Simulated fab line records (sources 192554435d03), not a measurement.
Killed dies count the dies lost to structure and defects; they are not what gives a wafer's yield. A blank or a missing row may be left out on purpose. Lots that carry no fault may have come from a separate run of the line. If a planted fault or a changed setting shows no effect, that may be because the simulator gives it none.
Chamber matching | flow n5-finfet | N5_BEOL_M2_ETCH_77 on rie-diel-02 has 4 sister chambers
The step etches underlayer in N2/H2, target depth 6.5 nm, time 5.2 s. 24 wafers are shown with their chamber, then 12 later ones without.

WAFERS PAIRED WITH THEIR CHAMBERS
wafer  | chamber | drypump-motor-current-A (A) | showerhead-plenum-p-Torr (Torr) | throttle-valve-pct (%)
L075.2 | 2       | 5.3                         | 2.41                            | 18.27
L075.4 | 0       | 6.2                         | 2.44                            | 17.76
L075.6 | 0       | 6.1                         | 2.44                            | 17.73
L076.1 | 0       | 6.1                         | 2.44                            | 17.76
L076.4 | 1       | 5.2                         | 2.56                            | 17.85
L076.6 | 3       | 5.1                         | 2.66                            | 18.41
L079.2 | 2       | 5.3                         | 2.40                            | 18.32
L079.3 | 1       | 5.3                         | 2.55                            | 17.87
L079.5 | 3       | 5.1                         | 2.65                            | 18.43
L081.1 | 0       | 6.2                         | 2.44                            | 17.76
L081.2 | 1       | 5.2                         | 2.55                            | 17.87
L081.6 | 0       | 6.1                         | 2.44                            | 17.77
L085.2 | 2       | 5.3                         | 2.40                            | 18.29
L085.5 | 3       | 5.1                         | 2.65                            | 18.46
L085.6 | 0       | 6.1                         | 2.43                            | 17.80
L090.3 | 2       | 5.3                         | 2.40                            | 18.31
L090.4 | 1       | 5.2                         | 2.55                            | 17.89
L090.6 | 1       | 5.2                         | 2.54                            | 17.89
L091.2 | 3       | 5.1                         | 2.64                            | 18.49
L091.5 | 3       | 5.1                         | 2.64                            | 18.48
L091.6 | 0       | 6.2                         | 2.42                            | 17.82
L093.2 | 0       | 6.1                         | 2.42                            | 17.81
L093.3 | 2       | 5.3                         | 2.39                            | 18.33
L093.4 | 3       | 5.1                         | 2.64                            | 18.51

SIGNATURES (means of the wafers above)
reading                  | chamber 0 | chamber 1 | chamber 2 | chamber 3 | scatter within a chamber
drypump-motor-current-A  | 6.138     | 5.220     | 5.300     | 5.100     | 0.0366
showerhead-plenum-p-Torr | 2.4337    | 2.5500    | 2.4000    | 2.6467    | 0.00813
throttle-valve-pct       | 17.7763   | 17.8740   | 18.3040   | 18.4633   | 0.0293
Rule: for each reading, subtract the chamber's mean from the wafer's reading, divide by that reading's scatter and square the result; add these up over the readings and take the root, which gives the wafer's distance from the chamber. If the next closest chamber is less than 2 further off than the closest, the wafer can't be placed; otherwise it belongs to the closest. The scatter: the root of (the sum of the squares of (reading less its chamber's mean) over the shown wafers, divided by (wafers less chambers)).

WAFERS WITH NO CHAMBER GIVEN
wafer  | drypump-motor-current-A (A) | showerhead-plenum-p-Torr (Torr) | throttle-valve-pct (%)
L095.2 | 6.2                         | 2.42                            | 17.83
L095.5 | 5.3                         | 2.39                            | 18.34
L095.6 | 5.2                         | 2.54                            | 17.91
L094.3 | 5.3                         | 2.39                            | 18.34
L094.5 | 6.2                         | 2.42                            | 17.82
L094.6 | 5.2                         | 2.54                            | 17.91
L096.1 | 5.2                         | 2.54                            | 17.91
L096.2 | 5.1                         | 2.64                            | 18.51
L096.5 | 5.2                         | 2.54                            | 17.91
L097.3 | 5.1                         | 2.63                            | 18.52
L097.4 | 6.1                         | 2.42                            | 17.85
L097.5 | 6.1                         | 2.42                            | 17.85

WHICH CHAMBER EACH ONE RAN IN
wafer  | from the rows above | in truth
L095.2 | 0                   | 0
L095.5 | 2                   | 2
L095.6 | 1                   | 1
L094.3 | 2                   | 2
L094.5 | 0                   | 0
L094.6 | 1                   | 1
L096.1 | 1                   | 1
L096.2 | 3                   | 3
L096.5 | 1                   | 1
L097.3 | 3                   | 3
L097.4 | 0                   | 0
L097.5 | 0                   | 0
12 of 12 placed correctly. Can't be placed from these rows: 0. Number placed wrongly: 0.
